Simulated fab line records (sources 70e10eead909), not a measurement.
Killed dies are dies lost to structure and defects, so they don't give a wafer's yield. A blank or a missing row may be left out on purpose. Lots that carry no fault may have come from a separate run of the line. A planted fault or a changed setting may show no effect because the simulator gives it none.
A lot that was struck, set against a sound lot    flow nand harc    16 steps out of a route of 1159
Sound: these wafers, L820.1, L820.3, L820.5. Struck: wafer L819.6. (L819.3, L819.4 of the same lot were not struck and are left out.) The cause comes at the end.
For every step that has rows: the tool of each side, followed by ch and its chambers, followed by its first start. Under that, the readings that differ: sound wafers    struck wafers    difference of the means    sigmas: that difference in standard deviations of wafers without a fault.
alike: readings with means less than 2 such deviations apart, plus words and numbers identical on both sides. not compared: withheld readings, readings lacking a value on some wafer, bounds such as >300 that could conceal the same value, and numbers that have no deviation in the record and whose values overlap.
A row with sigmas, a row that says differs or no value, or rows on one side alone: a step with any of these is where the two part. Numbers that don't overlap but have no deviation are shown without sigmas and don't part them. A reading missing from all wafers of one side parts the sides only when that side holds two or more wafers.

first, 1 step without rows for these wafers: NHARC_A_M1_PRE_CLEAN_30 (time 30 s).
NHARC_A_M1_PVD_20: deposits TaN, target thk 5 nm, time 8.06 s.
  sound on pvd sputter-03; struck on pvd sputter-03
  alike: throttle valve pct
NHARC_A_M1_PVD_21: deposits Cu, target thk 30 nm, time 20.49 s.
  sound on pvd sputter-03; struck on pvd sputter-03
  alike: throttle valve pct
then, 1 step without rows for these wafers: NHARC_A_M1_ECD_22 (material Cu, target thk 400 nm).
NHARC_A_M1_ANNEAL_31: time 90 s.
  sound on rtp anneal-02 ch 0, day 20 13:58; struck on rtp anneal-02 ch 0, day 21 21:34
  alike: wafer_temp_C_max
NHARC_A_M1_CMP_23: polishes, t overpolish 20 s, target thk 154.34 nm.
  sound on cmp-04 ch 1,2,3, day 20 14:22; struck on cmp-04 ch 3, day 21 21:48
  alike: motor current A, time to endpoint s
NHARC_A_M1_THK_MEAS_24: measures by xrf.
  sound: film metro-01 at day 20 14:37; struck: film metro-02 at day 21 22:07
  alike: thk nm
then, 1 step without rows for these wafers: NHARC_A_M1_SRD_25.
NHARC_A_M1_INSPECT_27:
  sound: defect inspect-02 at day 20 14:47; struck: defect inspect-02 at day 21 22:16
  alike: raw defect count
then, 2 steps without rows for these wafers: NHARC_A_M1_PRE_CLEAN_32 (time 12 s); NHARC_A_M1_DEP_33 (deposits SiCN, target thk 30 nm).
NHARC_A_BONDPAD_DEP_00: deposits SiCN, target thk 250 nm.
  sound on pecvd-03 ch 0,1,2, day 20 15:29; struck on pecvd-03 ch 0, day 21 23:06
  alike: heater power w
NHARC_A_BONDPAD_CMP_29: polishes SiCN, target thk 200 nm.
  sound on cmp-04 ch 0,2,3, day 20 15:56; struck on cmp-03 ch 2, day 21 23:33
  alike: motor current A
NHARC_A_BONDPAD_THK_MEAS_30: measures by ellipsometry.
  sound: film metro-02 at day 20 16:08; struck: film metro-01 at day 21 23:46
reading      sound              struck  difference  sigmas
thk nm (nm)  199.3 200.0 202.0  189.8   -10.6       -8
then, 1 step without rows for these wafers: NHARC_A_BONDPAD_SRD_31.
NHARC_END_SORT_01:
  the record has rows for the sound wafers here (prober-02 ch 0, day 22 00:52) and none for the struck ones

== WHERE THEY PART ==
At NHARC_A_BONDPAD_THK_MEAS_30 first; at NHARC_END_SORT_01 last (within this record only).

WHY: whatever the simulator had introduced
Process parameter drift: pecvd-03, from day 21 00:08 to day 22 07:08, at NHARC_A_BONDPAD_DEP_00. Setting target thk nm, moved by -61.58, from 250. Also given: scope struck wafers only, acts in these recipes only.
